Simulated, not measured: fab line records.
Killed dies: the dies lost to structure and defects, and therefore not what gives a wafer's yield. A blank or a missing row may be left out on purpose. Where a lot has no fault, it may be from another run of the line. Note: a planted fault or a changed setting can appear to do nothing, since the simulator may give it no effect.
Split-lot trial -- flow n5-finfet -- 7 lots, 21 wafers read, on a route of 1938 steps

## THE SPLIT
At N5_BEOL_M11_ILD_DEP_00 (deposits SiCOH lowk from DEMS/porogen, target thk 308.51 nm, time 58 s), the setting time-s was moved away from the recipe's 58 s on 6 of the 21 wafers read, by +4.6% to +14.6%. The other wafers ran this setting at the recipe's value.

## FROM THE SPLIT TO THE READING: what the file shows between them, 1 step
- N5_BEOL_M11_CURE_71: cures SiCOH lowk, time 240 s

## THE READING
M11_ILD_THK (nm), taken at N5_BEOL_M11_THK_MEAS_01. On this fab line, fault-free wafers typically give 268 nm with a standard deviation of 3.9 nm.

wafer,"tool, chamber at the split","time-s as run, s",against the recipe,"M11_ILD_THK, nm",against lot-mates on the recipe
L078.2,"pecvd-04, 1",58,recipe,263,-
L078.3,"pecvd-04, 0",58,recipe,260,-
L078.4,"pecvd-04, 2",58,recipe,264,-
L079.3,"pecvd-03, 2",58,recipe,259,-
L079.4,"pecvd-03, 0",64.47,+11.2%,295,+36
L079.6,"pecvd-03, 1",64.47,+11.2%,296,+37
L085.2,"pecvd-04, 2",58,recipe,266,-
L085.3,"pecvd-04, 1",58,recipe,269,-
L085.6,"pecvd-04, 0",60.64,+4.6%,287,+20
L089.1,"pecvd-01, 0",58,recipe,272,-
L089.3,"pecvd-01, 2",58,recipe,269,-
L089.5,"pecvd-01, 0",66.44,+14.6%,314,+44
L090.3,"pecvd-01, 0",65.77,+13.4%,299,+26
L090.5,"pecvd-01, 2",65.77,+13.4%,306,+33
L090.6,"pecvd-01, 0",58,recipe,273,-
L088.2,"pecvd-04, 1",58,recipe,269,-
L088.3,"pecvd-04, 0",58,recipe,266,-
L088.5,"pecvd-04, 0",58,recipe,272,-
L093.2,"pecvd-01, 2",58,recipe,271,-
L093.3,"pecvd-01, 1",58,recipe,267,-
L093.5,"pecvd-01, 1",58,recipe,274,-

THE FIT
A straight line over all 21 wafers: M11_ILD_THK changes by +2.75 nm for each +1% of time-s; r = +0.96; the points scatter about the line by 4.8 nm.
The same after taking each lot's own level away (the mean of its wafers on the recipe; 21 wafers): +2.74 nm for each +1%; r = +0.97; scatter 4.1 nm.
On that fit, the largest move of time-s shifts the reading by 40 nm.
The lots' own levels span 259.0 to 273.0 nm, that is 3.6 times the standard deviation above.
So the lot-to-lot level changes the slope little: the two slopes agree.
Check: +39.1 nm against its lot-mates is what the line predicts for one of the wafers moved furthest among these (+14.6%) when that wafer is left out of the fit. It came out at +43.5 nm against them.

## FURTHER SPLITS ON THESE WAFERS
Before the reading, these wafers also passed through other splits. Each is held against what the fit with the lots' levels taken away leaves over:
other split on the same wafers,wafers away from the commonest value,r with M11_ILD_THK (lot level and that fit taken away)
N5_BEOL_M9_ILD_DEP_00 time-s,6,-0.06
N5_BEOL_M9_HM_DEP_02 target-thk-a,7,+0.16
N5_BEOL_M9_TRENCH_ETCH_37 time-s,7,+0.19

## THE WHOLE CHAIN: every reading that the file lists as answering this split, in the file's order
step,what it does,reading,change (the file's fit),r (the file's)
N5_BEOL_M11_ILD_DEP_00,"deposits SiCOH lowk from DEMS/porogen, target thk 308.51 nm, time 58 s","SiCOH_lowk_of_BEOL_M11_ILD_DEP_00.thk-nm (the simulator's own value, which no gauge read)",+3.19 nm for each +1% of the setting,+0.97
N5_BEOL_M11_CURE_71,"cures SiCOH lowk, time 240 s","SiCOH_lowk_of_BEOL_M11_ILD_DEP_00.thk-nm (the simulator's own value, which no gauge read)",+2.83 nm for each +1% of the setting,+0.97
N5_BEOL_M11_THK_MEAS_01,,M11_ILD_THK,+2.82 for each +1% of the setting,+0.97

## THE FILE'S OWN FIT
M11_ILD_THK changes by +2.82 nm for each +1% of time-s, r = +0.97.
